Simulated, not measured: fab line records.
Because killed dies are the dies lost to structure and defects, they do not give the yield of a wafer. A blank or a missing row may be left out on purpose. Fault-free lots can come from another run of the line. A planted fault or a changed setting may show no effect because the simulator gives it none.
Split-lot experiment || flow n5Finfet || on a route of 1938 steps: 7 lots, 21 wafers read

## THE SPLIT
At N5_BEOL_M5_TRENCH_ETCH_37 (etches SiCOH lowk in C4F6/O2, target depth 71.652 nm, time 24.7 s), the setting timeS was moved away from the recipe's 24.7 s on 7 of the 21 wafers read, by +6.8% to +22.1%. The other wafers ran this setting at the recipe's value.

## FROM THE SPLIT TO THE READING: what the file shows between them, 8 steps
- N5_BEOL_M5_ETCH_41: etches SiCN in CH3F/O2, target depth 31.5 nm, time 56.7 s (also split here: sourceW)
- N5_BEOL_M5_STRIP_91: strips in N2/H2, time 10 s
- N5_BEOL_M5_OCD_MEAS_38
- N5_BEOL_M5_SPUTTER_90: material Cu, target thk 4.5 nm, time 8.29 s (also split here: timeS)
- N5_BEOL_M5_ECD_50: material Cu, target thk 300 nm
- N5_BEOL_M5_ANNEAL_51: time 90 s
- N5_BEOL_M5_PRE_CLEAN_55: time 15 s
- N5_BEOL_M5_DEP_56: deposits SiCN from 3MS/NH3, target thk 8 nm, time 14 s

## THE READING
At N5_BEOL_M5_RS_MEAS_57, a four-point-probe measurement gives M5_RS in ohm/sq. Fault-free wafers of this fab line usually give 0.387 ohm/sq, standard deviation 0.014 ohm/sq.

{"wafer": "L077.1", "tool, chamber at the split": "rieDiel-05, 3", "timeS as run, s": 24.7, "against the recipe": "recipe", "M5_RS, ohm/sq": 0.378, "against lot-mates on the recipe": "-"}
{"wafer": "L077.4", "tool, chamber at the split": "rieDiel-05, 2", "timeS as run, s": 24.7, "against the recipe": "recipe", "M5_RS, ohm/sq": 0.371, "against lot-mates on the recipe": "-"}
{"wafer": "L077.5", "tool, chamber at the split": "rieDiel-05, 2", "timeS as run, s": 24.7, "against the recipe": "recipe", "M5_RS, ohm/sq": 0.377, "against lot-mates on the recipe": "-"}
{"wafer": "L081.1", "tool, chamber at the split": "rieDiel-05, 3", "timeS as run, s": 24.7, "against the recipe": "recipe", "M5_RS, ohm/sq": 0.374, "against lot-mates on the recipe": "-"}
{"wafer": "L081.3", "tool, chamber at the split": "rieDiel-05, 0", "timeS as run, s": 24.7, "against the recipe": "recipe", "M5_RS, ohm/sq": 0.365, "against lot-mates on the recipe": "-"}
{"wafer": "L081.6", "tool, chamber at the split": "rieDiel-05, 3", "timeS as run, s": 24.7, "against the recipe": "recipe", "M5_RS, ohm/sq": 0.375, "against lot-mates on the recipe": "-"}
{"wafer": "L084.1", "tool, chamber at the split": "rieDiel-06, 3", "timeS as run, s": 24.7, "against the recipe": "recipe", "M5_RS, ohm/sq": 0.423, "against lot-mates on the recipe": "-"}
{"wafer": "L084.4", "tool, chamber at the split": "rieDiel-06, 2", "timeS as run, s": 27.53, "against the recipe": "+11.5%", "M5_RS, ohm/sq": 0.337, "against lot-mates on the recipe": -0.084}
{"wafer": "L084.6", "tool, chamber at the split": "rieDiel-06, 3", "timeS as run, s": 24.7, "against the recipe": "recipe", "M5_RS, ohm/sq": 0.419, "against lot-mates on the recipe": "-"}
{"wafer": "L083.1", "tool, chamber at the split": "rieDiel-01, 0", "timeS as run, s": 24.7, "against the recipe": "recipe", "M5_RS, ohm/sq": 0.374, "against lot-mates on the recipe": "-"}
{"wafer": "L083.2", "tool, chamber at the split": "rieDiel-01, 1", "timeS as run, s": 24.7, "against the recipe": "recipe", "M5_RS, ohm/sq": 0.379, "against lot-mates on the recipe": "-"}
{"wafer": "L083.4", "tool, chamber at the split": "rieDiel-01, 3", "timeS as run, s": 24.7, "against the recipe": "recipe", "M5_RS, ohm/sq": 0.371, "against lot-mates on the recipe": "-"}
{"wafer": "L089.3", "tool, chamber at the split": "rieDiel-05, 0", "timeS as run, s": 30.16, "against the recipe": "+22.1%", "M5_RS, ohm/sq": 0.291, "against lot-mates on the recipe": -0.093}
{"wafer": "L089.4", "tool, chamber at the split": "rieDiel-05, 1", "timeS as run, s": 30.16, "against the recipe": "+22.1%", "M5_RS, ohm/sq": 0.288, "against lot-mates on the recipe": -0.096}
{"wafer": "L089.5", "tool, chamber at the split": "rieDiel-05, 2", "timeS as run, s": 24.7, "against the recipe": "recipe", "M5_RS, ohm/sq": 0.384, "against lot-mates on the recipe": "-"}
{"wafer": "L093.1", "tool, chamber at the split": "rieDiel-01, 1", "timeS as run, s": 26.54, "against the recipe": "+7.4%", "M5_RS, ohm/sq": 0.359, "against lot-mates on the recipe": -0.019}
{"wafer": "L093.5", "tool, chamber at the split": "rieDiel-01, 2", "timeS as run, s": 24.7, "against the recipe": "recipe", "M5_RS, ohm/sq": 0.371, "against lot-mates on the recipe": "-"}
{"wafer": "L093.6", "tool, chamber at the split": "rieDiel-01, 1", "timeS as run, s": 24.7, "against the recipe": "recipe", "M5_RS, ohm/sq": 0.384, "against lot-mates on the recipe": "-"}
{"wafer": "L095.4", "tool, chamber at the split": "rieDiel-06, 2", "timeS as run, s": 26.37, "against the recipe": "+6.8%", "M5_RS, ohm/sq": 0.359, "against lot-mates on the recipe": "no lot-mate on the recipe"}
{"wafer": "L095.5", "tool, chamber at the split": "rieDiel-06, 1", "timeS as run, s": 26.37, "against the recipe": "+6.8%", "M5_RS, ohm/sq": 0.358, "against lot-mates on the recipe": "no lot-mate on the recipe"}
{"wafer": "L095.6", "tool, chamber at the split": "rieDiel-06, 2", "timeS as run, s": 26.37, "against the recipe": "+6.8%", "M5_RS, ohm/sq": 0.367, "against lot-mates on the recipe": "no lot-mate on the recipe"}

FIT RESULTS
A straight line over all 21 wafers: M5_RS changes by -0.00405 ohm/sq for each +1% of timeS; r = -0.89; the points scatter about the line by 0.015 ohm/sq.
The same after taking each lot's own level away (the mean of its wafers on the recipe; 18 wafers): -0.00451 ohm/sq for each +1%; r = -0.96; scatter 0.0098 ohm/sq.
Per that fit: largest timeS move, reading shift of 0.1 ohm/sq.
Measured against the standard deviation above, the lots' own levels, which go from 0.3713 to 0.4210 ohm/sq, span 3.5 times it.
Thus the slope moves with the lot-to-lot level: the two fits are different.
Check: for one of the wafers moved furthest among these (+22.1%), held out of the fit, the line's prediction against its lot-mates is -0.105 ohm/sq. It came out at -0.093 ohm/sq against them.

## OTHER SPLITS ON THESE WAFERS
Other splits were also applied to these wafers ahead of the reading. Each is held against what the fit with the lots' levels taken away leaves over:
{"other split on the same wafers": "N5_BEOL_M2_COAT_67 spinRpm", "wafers away from the commonest value": 9, "r with M5_RS (lot level and that fit taken away)": -0.26}
{"other split on the same wafers": "N5_BEOL_M2_COAT_76 tempC", "wafers away from the commonest value": 9, "r with M5_RS (lot level and that fit taken away)": -0.09}
{"other split on the same wafers": "N5_BEOL_M3_ETCH_70 biasW", "wafers away from the commonest value": 3, "r with M5_RS (lot level and that fit taken away)": "+0.01"}
{"other split on the same wafers": "N5_BEOL_M4_COAT_05 spinRpm", "wafers away from the commonest value": 8, "r with M5_RS (lot level and that fit taken away)": "+0.08"}
{"other split on the same wafers": "N5_BEOL_M4_DESCUM_16 timeS", "wafers away from the commonest value": 1, "r with M5_RS (lot level and that fit taken away)": "+0.09"}
{"other split on the same wafers": "N5_BEOL_M5_ETCH_41 sourceW", "wafers away from the commonest value": 9, "r with M5_RS (lot level and that fit taken away)": -0.39}
{"other split on the same wafers": "N5_BEOL_M5_SPUTTER_90 timeS", "wafers away from the commonest value": 7, "r with M5_RS (lot level and that fit taken away)": "+0.35"}

## THE WHOLE CHAIN: every reading that the file lists as answering this split, in the file's order
{"step": "N5_BEOL_M5_TRENCH_ETCH_37", "what it does": "etches SiCOH lowk in C4F6/O2, target depth 71.652 nm, time 24.7 s", "reading": "BEOL_M5.featureDepthNm (the simulator's own value, which no gauge read)", "change (the file's fit)": "+0.817 nm for each +1% of the setting", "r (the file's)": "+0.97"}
{"step": "N5_BEOL_M5_TRENCH_ETCH_37", "what it does": "etches SiCOH lowk in C4F6/O2, target depth 71.652 nm, time 24.7 s", "reading": "etch.depthNm (the simulator's own value, which no gauge read)", "change (the file's fit)": "+0.818 nm for each +1% of the setting", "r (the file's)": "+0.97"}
{"step": "N5_BEOL_M5_OCD_MEAS_38", "what it does": "", "reading": "trenchDepthNm", "change (the file's fit)": "+0.82 nm for each +1% of the setting", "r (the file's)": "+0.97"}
{"step": "N5_BEOL_M5_RS_MEAS_57", "what it does": "measures by four-point-probe", "reading": "M5_RS", "change (the file's fit)": "-0.00473 for each +1% of the setting", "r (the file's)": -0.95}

## THE FILE'S OWN FIT
M5_RS changes by -0.00473 ohm/sq for each +1% of timeS, r = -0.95.
